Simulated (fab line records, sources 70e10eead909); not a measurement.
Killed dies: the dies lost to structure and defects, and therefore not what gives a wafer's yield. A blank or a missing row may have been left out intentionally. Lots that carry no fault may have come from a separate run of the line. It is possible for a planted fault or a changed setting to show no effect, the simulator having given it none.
Which tool is to blame?    flow nandHarc    7 lots, 21 wafers sampled, at 3 steps of a route of 1159

== WHAT THE GAUGES SHOWED, per wafer ==
NHARC_A_SGD_CUT_INSPECT_25.
lot   measured      on                rawDefectCount
L502  day 14 09:05  defectInspect-01  475 264 203
L503  day 14 23:58  defectInspect-01  234 165 189
L505  day 15 09:56  defectInspect-01  451 410 338
L507  day 16 04:33  defectInspect-02  255 216 220
L512  day 17 01:22  defectInspect-02  215 261 294
L514  day 18 04:01  defectInspect-01  296 228 277
L520  day 20 00:13  defectInspect-01  302 325 334

== EACH LOT AND THE TOOL THAT RAN IT (in order: tool; ch and the chambers of the sampled wafers; start) ==
lot   NHARC_A_SGD_CUT_CMP_21         NHARC_A_SGD_CUT_ETCHBACK_24
L502  cmp-02 ch 0,1, day 14 08:17    rieDiel-02 ch 0,1,3, day 14 08:50
L503  cmp-01 ch 0,2, day 14 23:08    rieDiel-08 ch 0,2,3, day 14 23:40
L505  cmp-04 ch 0,2, day 15 09:15    rieDiel-08 ch 0,3, day 15 09:42
L507  cmp-02 ch 0,1,3, day 16 03:51  rieDiel-08 ch 0,1,3, day 16 04:20
L512  cmp-01 ch 0,1, day 17 00:40    rieDiel-06 ch 0,2,3, day 17 01:08
L514  cmp-01 ch 0,1, day 18 03:19    rieDiel-08 ch 0,1,3, day 18 03:46
L520  cmp-02 ch 0,1,3, day 19 23:30  rieDiel-08 ch 2,3, day 19 23:59
- NHARC_A_SGD_CUT_CMP_21: polishes, target thk 148.19 nm.
- NHARC_A_SGD_CUT_ETCHBACK_24: etches the open film in CH3F/O2, target depth 50 nm, time 92.857 s.

== THE ANSWER, worked out from the rows above alone ==
Rule: usual is defined by the lots themselves. Put in order of their means at a reading, lots are off if they are a third of the lots or fewer, leave a main group of 4 or more, and stand apart from it by a gap of 3 or more times the standard deviation of the main group's means; of several such gaps the widest counts. If all means in a main group match to the digits the tables above print for the reading, that group is not used. Also off: a lot with no number at a reading for which 4 or more lots have one. Any other lot the step has rows for is counted as sound.
No lot is off at any reading shown: from this, nothing can be told.

== WHAT WAS PUT IN BY THE SIMULATOR ==
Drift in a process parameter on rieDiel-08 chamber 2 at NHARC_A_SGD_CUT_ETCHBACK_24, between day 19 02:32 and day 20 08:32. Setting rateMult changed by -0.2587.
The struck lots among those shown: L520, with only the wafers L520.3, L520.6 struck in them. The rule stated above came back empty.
